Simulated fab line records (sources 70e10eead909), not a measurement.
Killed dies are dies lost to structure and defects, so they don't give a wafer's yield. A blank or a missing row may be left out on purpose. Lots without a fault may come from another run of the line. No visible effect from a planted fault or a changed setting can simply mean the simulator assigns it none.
fab line records -- flow nand_harc
record: lots: 11, wafers: 33, last_day: 33
route steps=1302 shown A_BONDPAD@1220 HYBRID_BOND@1237 THIN_TSV@1256 END@1302
lots that met no fault: taken from a fault-free run of the same line
start_h: hours from the record's first day to the start of the lot's first wafer shown -- wait_h: time in hours since the lot's previous step -- " repeats the value in the row above -- L1.1+2: one row covering several wafers at once -- - no value present, or no start provided -- * or withheld: withheld -- < > ~ a bound
route shown NAME@n: NAME is a module with steps in the file, n the number in the route of the first one -- usual: average and standard deviation across the fault-free wafers -- same: alike in all rows -- chamber/n: place in a boat -- sites: each site's reading -- _std_site: their standard deviation -- _edge_site: the outer-site mean with the inner-site mean subtracted -- radius_mm: how far each site lies from the wafer's centre -- mask NAME#n: copy n -- behind: the last tool/chamber to shape the wafer -- hold: reason for holding the lot/hours on hold/outcome of the hold -- device: which transistor (n, p or np) failed to switch -- end of line: the same wafers' tests at the end of the route -- for a step that has no rows: nothing shown but its recipe -- killed: the dies lost at the first sort to structure and to defects; this is not the yield of the wafer -- map: a wafer's dies, x killed, . not, _ none there
set.NAME: the setting the step ran with; set.NAME@STEP: the setting that earlier step ran with -- model.NAME: the simulator's own value behind a step, which no gauge read
the route's steps for a sample of lots (tables are steps, rows are wafers)
services: the hour from which a tool's chamber was out of use, counted from the record's first day as start_h (under 0 if before that day), plus the number of hours and why
== steps ==
step: NHARC_A_BONDPAD_ETCH_12
recipe: target_depth_a: 2200, time_s: 110, chf3_flow_sccm: 50, o2_flow_sccm: 10, ar_flow_sccm: 200, rf_w: 500, bias_w: 200, chemistry: CHF3/O2
usual: drypump_motor_current_A: 5.6/0.37, oes_product_au: 0.941/0.022, rf_vpp_V: 370.5/2.5, showerhead_plenum_p_Torr: 2.39/0.11, throttle_valve_pct: 20.572/0.0091
lot.wafer,tool,chamber,start_h,wait_h,drypump_motor_current_A,oes_product_au,rf_hours_counter_h,rf_vpp_V,showerhead_plenum_p_Torr,throttle_valve_pct
L997.1,rie_diel-10,0,556.43,0.2,5.7,0.927,4,372.0,2.43,20.579
L997.3,rie_diel-10,0,556.43,0.2,5.7,0.928,-,371.1,2.43,20.572
L997.4,rie_diel-10,0,556.43,0.2,5.6,0.939,-,371.8,2.43,20.575
L106.1,rie_diel-08,0,-,-,5.3,0.924,33,366.9,2.23,20.574
L106.5,rie_diel-08,1,-,-,5.8,0.924,-,369.4,2.38,20.583
L106.6,rie_diel-08,2,-,-,5.9,0.920,-,370.0,2.33,20.578
L107.3,rie_diel-10,0,-,-,5.6,0.950,1,371.2,2.42,20.570
L107.2,rie_diel-10,1,-,-,5.7,0.969,1,366.8,2.26,20.576
L107.1,rie_diel-10,3,-,-,5.0,0.940,1,374.6,2.55,20.550
L110.1,rie_diel-13,0,-,-,5.4,0.926,31,374.6,2.58,20.575
L110.4,rie_diel-13,2,-,-,6.2,0.920,29,367.8,2.26,20.568
L110.2,rie_diel-13,3,-,-,5.8,0.917,28,369.0,2.37,20.568
L112.2,rie_diel-10,0,-,-,5.6,0.906,2,372.5,2.42,20.572
L112.1,rie_diel-10,2,-,-,5.9,0.957,1,369.0,2.34,20.566
L112.3,rie_diel-10,3,-,-,5.0,0.910,2,373.4,2.55,20.555
L111.3,rie_diel-10,2,-,-,5.9,0.978,1,368.6,2.34,20.563
L111.4,rie_diel-10,1,-,-,5.7,0.990,2,366.3,2.26,20.588
L111.6,rie_diel-10,2,-,-,5.9,0.974,-,369.9,2.34,20.577
L113.1,rie_diel-10,1,-,-,5.7,0.978,3,368.1,2.26,20.562
L113.5,rie_diel-10,1,-,-,5.7,0.970,-,368.9,2.26,20.573
L113.6,rie_diel-10,2,-,-,5.9,0.978,-,368.7,2.34,20.575
L116.1,rie_diel-10,0,-,-,5.7,0.954,3,370.1,2.42,20.564
L116.2,rie_diel-10,1,-,-,5.7,0.976,3,366.6,2.26,20.566
L116.5,rie_diel-10,1,-,-,5.7,0.968,-,367.1,2.26,20.578
L114.2,rie_diel-10,2,-,-,5.9,0.997,2,368.6,2.34,20.580
L114.5,rie_diel-10,0,-,-,5.6,0.926,-,370.4,2.42,20.565
L114.6,rie_diel-10,1,-,-,5.7,0.948,-,367.8,2.26,20.572
L118.2,rie_diel-10,2,-,-,5.9,0.934,3,370.9,2.34,20.587
L118.3,rie_diel-10,3,-,-,5.0,0.913,4,372.1,2.55,20.591
L118.1,rie_diel-10,1,-,-,5.7,0.942,4,367.4,2.26,20.570
L119.1,rie_diel-10,2,-,-,5.9,0.963,3,368.8,2.34,20.586
L119.2,rie_diel-10,0,-,-,5.6,0.932,4,370.8,2.42,20.592
L119.4,rie_diel-10,1,-,-,5.7,0.956,5,369.2,2.26,20.582
step: NHARC_HYBRID_BOND_ACTIVATE_00
recipe: time_s: 60, n2_flow_sccm: 200, ar_flow_sccm: 0, bias_power_w: 0, chemistry: N2
usual: drypump_motor_current_A: 5.6/0.35, oes_product_au: 1.000/0.0096, rf_vpp_V: 64.1/0.97, showerhead_plenum_p_Torr: 1.76/0.094
lot.wafer,tool,chamber,start_h,wait_h,drypump_motor_current_A,oes_product_au,rf_hours_counter_h,rf_vpp_V,showerhead_plenum_p_Torr
L997.3,rie_diel-04,2,559.20,0.1,6.1,1.006,7,64.6,1.69
L997.1,rie_diel-04,0,559.20,0.1,5.1,1.011,7,65.1,1.86
L997.4,rie_diel-04,1,559.20,0.1,5.5,1.016,6,62.5,1.71
L106.1,rie_diel-01,2,638.96,0.1,5.2,0.985,31,64.9,1.91
L106.6,rie_diel-01,0,638.96,0.1,4.9,1.004,-,62.7,1.66
L106.5,rie_diel-01,1,638.96,0.1,6.4,0.997,-,62.0,1.68
L107.1,rie_diel-12,0,642.06,0.1,5.4,1.010,1,65.6,1.84
L107.3,rie_diel-12,1,642.06,0.1,5.7,1.007,1,62.8,1.63
L107.2,rie_diel-12,3,642.06,0.1,5.9,0.997,1,65.0,1.85
L110.1,rie_diel-12,0,682.06,0.1,5.4,1.003,6,65.2,1.84
L110.2,rie_diel-12,1,682.06,0.1,5.7,1.006,6,63.5,1.62
L110.4,rie_diel-12,2,682.06,0.1,5.7,0.999,5,62.6,1.71
L112.3,rie_diel-12,3,686.33,0.1,5.9,0.996,4,63.9,1.85
L112.2,rie_diel-12,0,686.33,0.1,5.4,1.004,6,63.9,1.84
L112.1,rie_diel-12,1,686.33,0.1,5.7,0.994,6,63.6,1.63
L111.4,rie_diel-01,1,687.09,0.1,6.4,1.012,18,63.0,1.68
L111.3,rie_diel-01,3,687.09,0.1,6.0,1.009,29,64.8,1.68
L111.6,rie_diel-01,2,687.09,0.1,5.2,1.011,-,63.1,1.90
L113.1,rie_diel-12,3,707.97,0.1,5.9,0.998,6,65.1,1.85
L113.6,rie_diel-12,2,707.97,0.1,5.6,1.001,-,63.7,1.71
L113.5,rie_diel-12,3,707.97,0.1,5.8,0.989,-,65.3,1.85
L116.1,rie_diel-12,2,723.08,0.1,5.6,1.005,9,63.4,1.71
L116.2,rie_diel-12,3,723.08,0.1,5.8,0.988,7,65.0,1.85
L116.5,rie_diel-12,3,723.08,0.1,5.9,1.004,-,65.6,1.85
L114.2,rie_diel-12,3,725.40,0.1,5.9,0.989,7,64.7,1.85
L114.6,rie_diel-12,0,725.40,0.1,5.4,0.990,-,65.6,1.84
L114.5,rie_diel-12,2,725.40,0.1,5.6,0.987,-,64.7,1.71
L118.3,rie_diel-12,0,746.44,0.1,5.4,1.006,12,65.7,1.84
L118.1,rie_diel-12,1,746.44,0.1,5.7,0.999,11,64.0,1.62
L118.2,rie_diel-12,2,746.44,0.1,5.7,1.003,12,63.3,1.71
L119.2,rie_diel-12,1,770.18,0.1,5.7,0.996,12,63.4,1.62
L119.1,rie_diel-12,2,770.18,0.1,5.7,0.989,13,64.3,1.71
L119.4,rie_diel-12,0,770.18,0.1,5.4,0.987,13,64.3,1.84
step: NHARC_THIN_TSV_EXPOSE_09
recipe: na: 0.55, dose_mj: 30.7, mask_id: TSV
usual: exposure_dose_mJ_cm2: 30.65/0.031, stage_vel_mm_s: 500.02/0.25
lot.wafer,tool,chamber,start_h,wait_h,mask,exposure_dose_mJ_cm2,stage_vel_mm_s
L997.1,krf_scanner-01,0,572.07,-,TSV#0,30.64,500.57
L997.3,krf_scanner-01,0,572.07,-,TSV#0,30.67,499.92
L997.4,krf_scanner-01,0,572.07,-,TSV#0,30.70,500.03
L106.1,krf_scanner-02,0,653.21,-,TSV#0,28.17,500.04
L106.5,krf_scanner-02,0,653.21,-,TSV#0,28.24,500.36
L106.6,krf_scanner-02,0,653.21,-,TSV#0,28.20,500.30
L107.1,krf_scanner-02,0,654.24,-,TSV#0,28.68,500.28
L107.2,krf_scanner-02,0,654.24,-,TSV#0,28.67,499.94
L107.3,krf_scanner-02,0,654.24,-,TSV#0,28.63,499.95
L110.1,krf_scanner-03,0,696.04,-,TSV#0,30.67,499.82
L110.2,krf_scanner-03,0,696.04,-,TSV#0,30.69,499.80
L110.4,krf_scanner-03,0,696.04,-,TSV#0,30.68,500.13
L111.3,krf_scanner-03,0,697.32,-,TSV#0,30.69,500.05
L111.4,krf_scanner-03,0,697.32,-,TSV#0,30.65,500.27
L111.6,krf_scanner-03,0,697.32,-,TSV#0,30.68,500.84
L112.1,krf_scanner-01,0,698.56,-,TSV#0,30.68,499.90
L112.2,krf_scanner-01,0,698.56,-,TSV#0,30.64,499.95
L112.3,krf_scanner-01,0,698.56,-,TSV#0,30.61,499.88
L113.1,krf_scanner-01,0,722.53,-,TSV#0,30.66,500.14
L113.5,krf_scanner-01,0,722.53,-,TSV#0,30.65,500.24
L113.6,krf_scanner-01,0,722.53,-,TSV#0,30.65,499.75
L116.1,krf_scanner-01,0,735.07,-,TSV#0,30.62,500.13
L116.2,krf_scanner-01,0,735.07,-,TSV#0,30.61,500.21
L116.5,krf_scanner-01,0,735.07,-,TSV#0,30.60,500.12
L114.2,krf_scanner-01,0,736.36,-,TSV#0,30.61,500.26
L114.5,krf_scanner-01,0,736.36,-,TSV#0,30.60,500.39
L114.6,krf_scanner-01,0,736.36,-,TSV#0,30.61,500.54
L118.1,krf_scanner-03,0,760.18,-,TSV#0,30.62,500.24
L118.2,krf_scanner-03,0,760.18,-,TSV#0,30.66,500.24
L118.3,krf_scanner-03,0,760.18,-,TSV#0,30.63,500.05
L119.1,krf_scanner-03,0,783.25,-,TSV#0,30.68,499.64
L119.2,krf_scanner-03,0,783.25,-,TSV#0,30.70,499.83
L119.4,krf_scanner-03,0,783.25,-,TSV#0,30.66,499.50
step: NHARC_THIN_TSV_DEP_47
recipe: target_thk_a: 2000, temp_c: withheld, pressure_torr: 6.5, rf_w: 900, teos_flow_sccm: 161.4, flow_sccm: 2650, target_thk_nm: 200, gas: O2, material: SiO2
usual: throttle_valve_pct: 16.3/0.62
lot.wafer,tool,chamber,start_h,wait_h,throttle_valve_pct
L997.1,pecvd-04,2,574.06,-,16.9
L997.3,pecvd-04,1,574.06,-,16.8
L997.4,pecvd-04,2,574.06,-,16.6
L106.1,pecvd-02,2,655.22,-,15.6
L106.6,pecvd-02,2,655.22,-,15.2
L106.5,pecvd-02,0,655.22,-,15.6
L107.1,pecvd-01,1,656.46,-,17.3
L107.3,pecvd-01,2,656.46,-,16.4
L107.2,pecvd-01,0,656.46,-,16.2
L110.1,pecvd-02,0,698.20,-,16.0
L110.2,pecvd-02,1,698.20,-,15.7
L110.4,pecvd-02,1,698.20,-,15.9
L111.3,pecvd-01,2,699.41,-,16.6
L111.6,pecvd-01,1,699.41,-,16.9
L111.4,pecvd-01,2,699.41,-,15.9
L112.1,pecvd-02,0,701.33,-,16.0
L112.2,pecvd-02,1,701.33,-,16.0
L112.3,pecvd-02,2,701.33,-,15.4
L113.1,pecvd-01,2,724.77,-,16.3
L113.5,pecvd-01,0,724.77,-,15.4
L113.6,pecvd-01,1,724.77,-,17.4
L116.1,pecvd-02,0,737.12,-,15.8
L116.2,pecvd-02,2,737.12,-,15.4
L116.5,pecvd-02,2,737.12,-,15.5
L114.2,pecvd-01,1,738.37,-,17.1
L114.5,pecvd-01,1,738.37,-,17.2
L114.6,pecvd-01,2,738.37,-,16.4
L118.3,pecvd-02,1,762.18,-,16.2
L118.2,pecvd-02,2,762.18,-,15.3
L118.1,pecvd-02,0,762.18,-,15.8
L119.2,pecvd-01,1,785.30,-,17.5
L119.1,pecvd-01,2,785.30,-,16.4
L119.4,pecvd-01,1,785.30,-,16.9
step: NHARC_END_SORT_01
recipe: temp_c: 25
usual: defect_limited_yield: 92.0/2.6, killed_at_array: 49/18, killed_at_other: 0.8/1, killed_at_periphery: 4.2/2.8, killed_dies: 54/18, killed_open: 3.0/1.7, killed_short: 2.5/1.6, sort_bin_2_pct: 2.8/1.2, sort_bin_3_pct: 0.6/0.37, sort_bin_4_pct: 4.6/1.5, sort_n_pass: 623/18, sort_rim_yield_pct: 92/4.2, sort_yield_pct: 92.0/2.6
same: gross_dies: 677, sort_bin_5_pct[%]: 0, sort_bin_6_pct[%]: 0, sort_bin_7_pct[%]: 0, sort_bin_8_pct[%]: 0, sort_rim_n_gross: 106.00
lot.wafer,tool,chamber,start_h,wait_h,defect_limited_yield[%],killed_at_array,killed_at_other,killed_at_periphery,killed_dies,killed_open,killed_short,sort_bin_2_pct[%],sort_bin_3_pct[%],sort_bin_4_pct[%],sort_n_pass,sort_rim_yield_pct[%],sort_yield_pct[%]
L997.1,prober-02,0,587.21,2.5,92.8,39,0,10,49,0,2,3.4,0.4,3.4,628,90,92.8
L997.3,prober-02,0,588.81,3.1,89.7,64,0,6,70,3,0,4.3,0.4,5.6,607,85,89.7
L997.4,prober-02,0,589.61,3.4,91.1,52,0,8,60,2,2,3.4,0.3,5.2,617,92,91.1
L107.1,prober-01,0,668.28,2.5,96.6,20,0,3,23,4,4,0.4,0.1,2.8,654,92,96.6
L107.2,prober-01,0,669.07,2.8,95.0,30,1,3,34,4,5,1.6,0.1,3.2,643,97,95.0
L107.3,prober-01,0,669.86,3.1,96.0,25,0,2,27,5,3,0.7,0.1,3.1,650,94,96.0
L106.1,prober-02,0,668.32,2.5,86.9,85,0,4,89,1,0,4.7,1.5,6.9,588,88,86.9
L106.5,prober-02,0,671.50,3.7,87.3,83,0,3,86,2,0,4.4,1.3,6.9,591,91,87.3
L106.6,prober-02,0,672.30,4.0,87.6,79,2,3,84,1,3,4.9,0.7,6.8,593,86,87.6
L110.1,prober-02,0,719.44,2.5,91.0,59,0,2,61,2,4,3.5,0.4,5.0,616,97,91.0
L110.2,prober-02,0,720.24,2.8,95.0,25,3,6,34,4,2,1.9,0.3,2.8,643,90,95.0
L110.4,prober-02,0,721.83,3.4,92.9,45,1,2,48,4,4,2.4,0.6,4.1,629,94,92.9
L116.1,prober-02,0,750.11,2.5,94.2,33,0,6,39,2,5,2.1,0,3.7,638,92,94.2
L116.2,prober-02,0,750.90,2.8,94.7,29,0,7,36,3,0,1.6,0.1,3.5,641,97,94.7
L116.5,prober-02,0,753.29,3.7,94.7,27,2,7,36,2,2,1.9,0.1,3.2,641,96,94.7
L114.2,prober-01,0,750.95,2.8,91.0,53,3,5,61,3,1,2.5,0.3,6.2,616,89,91.0
L114.5,prober-01,0,753.35,3.7,92.8,42,0,7,49,2,3,2.8,0.6,3.8,628,88,92.8
L114.6,prober-01,0,754.15,4.0,91.1,59,0,1,60,1,0,3.7,0.4,4.7,617,96,91.1
killed by level:class
L997.1 A_SLIT:chamber_film_flake=19 A_CHANNEL_HOLE_D1:chamber_film_flake=16 P_ZERO_WELL:chamber_film_flake=4 P_GATE:chamber_film_flake=2 P_BONDPAD:chamber_film_flake=2 A_CHANNEL_HOLE_D2:chamber_film_flake=2 P_M0:geometric_particle:short=1 A_ONON_D2:geometric_particle:short=1
L997.3 A_CHANNEL_HOLE_D1:chamber_film_flake=35 A_SLIT:chamber_film_flake=17 P_ZERO_WELL:chamber_film_flake=3 A_STAIRCASE:chamber_film_flake=3 A_CONTACT:chamber_film_flake=3 P_BONDPAD:chamber_film_flake=2 A_CHANNEL_HOLE_D2:chamber_film_flake=2 A_ONON_D1:geometric_particle:open=1
L997.4 A_SLIT:chamber_film_flake=22 A_CHANNEL_HOLE_D1:chamber_film_flake=18 A_CHANNEL_HOLE_D2:chamber_film_flake=7 A_CONTACT:chamber_film_flake=3 P_GATE:chamber_film_flake=2 P_BONDPAD:chamber_film_flake=2 P_CONTACT:geometric_particle:open=1 P_M0:geometric_particle:open=1
L107.1 A_CHANNEL_HOLE_D1:chamber_film_flake=4 A_CHANNEL_HOLE_D2:chamber_film_flake=3 A_CHANNEL_FILL_D2:chamber_film_flake=3 A_WL_FILL:geometric_particle:short=2 A_SLIT:chamber_film_flake=2 P_M0:geometric_particle:open=1 P_M1:geometric_particle:open=1 A_CHANNEL_FILL_D1:geometric_particle:short=1
L106.1 A_SLIT:chamber_film_flake=26 A_CHANNEL_HOLE_D1:chamber_film_flake=25 A_CHANNEL_HOLE_D2:chamber_film_flake=17 A_CONTACT:chamber_film_flake=10 P_ZERO_WELL:chamber_film_flake=3 A_CHANNEL_FILL_D2:chamber_film_flake=3 A_ONON_D1:geometric_particle:open=1 P_STI:chamber_film_flake=1
L107.2 A_CHANNEL_HOLE_D2:chamber_film_flake=6 A_STAIRCASE:chamber_film_flake=6 A_CHANNEL_HOLE_D1:chamber_film_flake=5 A_WL_FILL:geometric_particle:short=2 A_CHANNEL_FILL_D2:chamber_film_flake=2 A_DECK1_JOINT:chamber_film_flake=2 P_M0:geometric_particle:open=1 P_M1:geometric_particle:short=1
L107.3 A_CHANNEL_HOLE_D1:chamber_film_flake=11 A_CHANNEL_FILL_D1:geometric_particle:short=2 A_DECK1_JOINT:chamber_film_flake=2 A_CHANNEL_HOLE_D2:chamber_film_flake=2 A_CONTACT:chamber_film_flake=2 P_CONTACT:geometric_particle:open=1 P_M0:geometric_particle:open=1 A_DECK1_JOINT:geometric_particle:open=1
L106.5 A_CHANNEL_HOLE_D1:chamber_film_flake=42 A_SLIT:chamber_film_flake=15 A_CHANNEL_HOLE_D2:chamber_film_flake=11 A_CONTACT:chamber_film_flake=8 A_STAIRCASE:chamber_film_flake=4 P_M2:geometric_particle:open=1 A_CHANNEL_FILL_D1:geometric_particle:open=1 P_ZERO_WELL:chamber_film_flake=1
L106.6 A_SLIT:chamber_film_flake=33 A_CHANNEL_HOLE_D1:chamber_film_flake=21 A_CHANNEL_HOLE_D2:chamber_film_flake=9 A_CONTACT:chamber_film_flake=4 A_CHANNEL_FILL_D1:chamber_film_flake=3 A_CHANNEL_FILL_D2:chamber_film_flake=3 A_STAIRCASE:chamber_film_flake=3 THIN_TSV:chamber_film_flake=2
L110.1 A_SLIT:chamber_film_flake=34 A_CHANNEL_HOLE_D1:chamber_film_flake=7 A_STAIRCASE:chamber_film_flake=5 A_CONTACT:chamber_film_flake=5 A_DECK1_JOINT:chamber_film_flake=2 A_SOURCE_PLATE:geometric_particle:short=1 A_ONON_D1:geometric_particle:short=1 A_CHANNEL_FILL_D1:geometric_particle:open=1
L110.2 A_SLIT:chamber_film_flake=12 A_CHANNEL_HOLE_D1:chamber_film_flake=4 A_STAIRCASE:chamber_film_flake=4 P_ZERO_WELL:chamber_film_flake=2 A_CONTACT:chamber_film_flake=2 P_CONTACT:geometric_particle:open=1 P_M0:geometric_particle:short=1 A_ONON_D2:geometric_particle:short=1
L110.4 A_SLIT:chamber_film_flake=15 A_CHANNEL_HOLE_D1:chamber_film_flake=8 A_STAIRCASE:chamber_film_flake=7 A_CONTACT:chamber_film_flake=3 A_CHANNEL_FILL_D2:chamber_film_flake=2 A_SOURCE_PLATE:geometric_particle:short=1 A_ONON_D1:geometric_particle:open=1 A_CHANNEL_HOLE_D1:geometric_particle:short=1
L116.1 A_CHANNEL_HOLE_D1:chamber_film_flake=8 A_SLIT:chamber_film_flake=6 A_ZERO_WELL:chamber_film_flake=3 A_STAIRCASE:chamber_film_flake=3 A_CONTACT:chamber_film_flake=3 A_CHANNEL_HOLE_D2:chamber_film_flake=2 P_M0:geometric_particle:open=1 P_M1:geometric_particle:short=1
L116.2 A_CHANNEL_HOLE_D1:chamber_film_flake=10 A_SLIT:chamber_film_flake=8 A_ZERO_WELL:chamber_film_flake=3 A_CONTACT:chamber_film_flake=3 A_CONTACT:geometric_particle:open=2 P_ZERO_WELL:chamber_film_flake=2 P_STI:chamber_film_flake=2 P_BONDPAD:chamber_film_flake=2
L114.2 A_SLIT:chamber_film_flake=15 A_CHANNEL_HOLE_D1:chamber_film_flake=14 A_CONTACT:chamber_film_flake=7 A_CHANNEL_HOLE_D2:chamber_film_flake=5 P_CONTACT:chamber_film_flake=4 A_STAIRCASE:chamber_film_flake=4 A_CHANNEL_FILL_D2:chamber_film_flake=3 THIN_TSV:chamber_film_flake=3
L116.5 A_CHANNEL_HOLE_D1:chamber_film_flake=10 A_CONTACT:chamber_film_flake=5 A_STAIRCASE:chamber_film_flake=4 P_ZERO_WELL:chamber_film_flake=3 A_SLIT:chamber_film_flake=3 P_GATE:chamber_film_flake=2 A_CHANNEL_FILL_D2:chamber_film_flake=2 P_STI:geometric_particle:open=1
L114.5 A_SLIT:chamber_film_flake=21 A_STAIRCASE:chamber_film_flake=6 A_CONTACT:chamber_film_flake=5 A_CHANNEL_HOLE_D1:chamber_film_flake=3 A_CHANNEL_HOLE_D2:chamber_film_flake=2 P_GATE:geometric_particle:open=1 P_GATE:geometric_particle:short=1 P_CONTACT:geometric_particle:short=1
L114.6 A_SLIT:chamber_film_flake=36 A_CHANNEL_HOLE_D1:chamber_film_flake=7 A_CONTACT:chamber_film_flake=7 A_STAIRCASE:chamber_film_flake=2 A_SGD_CUT:chamber_film_flake=2 A_WL_FILL:chamber_film_flake=2 A_WL_FILL:geometric_particle:open=1 P_GATE:chamber_film_flake=1
== services ==
tool,chamber,start_h,hours,kind
rie_diel-10,2,539.67,55.8,repair
rie_diel-10,1,553.58,7.2,repair
krf_scanner-03,-,568.00,4.0,pm
rie_diel-12,-,570.25,0.7,repair
rie_diel-10,1,571.19,13.0,repair
pecvd-02,-,589.19,13.0,pm
rie_diel-12,2,594.09,10.2,repair
rie_diel-10,-,596.62,9.0,pm
krf_scanner-01,-,622.08,0.2,repair
pecvd-02,0,622.36,28.2,repair
rie_diel-12,-,622.43,9.0,pm
rie_diel-10,2,626.82,18.7,repair
krf_scanner-03,-,640.05,1.4,repair
rie_diel-12,2,640.39,5.0,repair
rie_diel-12,3,644.06,7.3,repair
krf_scanner-01,-,656.00,4.0,pm
rie_diel-10,2,658.02,11.6,repair
pecvd-01,-,685.31,13.0,pm
rie_diel-12,3,711.61,2.5,repair
rie_diel-12,1,720.06,9.1,repair
rie_diel-10,-,723.19,0.9,repair
krf_scanner-03,-,740.00,4.0,pm
pecvd-02,-,770.19,13.0,pm
rie_diel-10,-,773.62,9.0,pm
== key ==
first_sign: step: NHARC_THIN_TSV_EXPOSE_09, reading: exposure_dose_mJ_cm2, direction: down, sigmas: 73, usual: 30.65, struck: 28.43
effect none on later readings
met_at NHARC_THIN_TSV_EXPOSE_09
struck_lots L106,L107
loop_trim: step: NHARC_THIN_TSV_EXPOSE_09, setting: dose, lots: L107
not_acting_at NHARC_A_BONDPAD_ETCH_12,NHARC_HYBRID_BOND_ACTIVATE_00,NHARC_THIN_TSV_DEP_47
fault: kind: process_parameter_drift, tool: krf_scanner-02, chamber: -, onset_h: 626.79, steps: NHARC_THIN_TSV_EXPOSE_09, channel: dose_mj, offset: -2.4571, shape: step, acts_in: these_recipes_only, stated: 30.7
loop_trim: a control loop set the setting to another value than it would have without faults
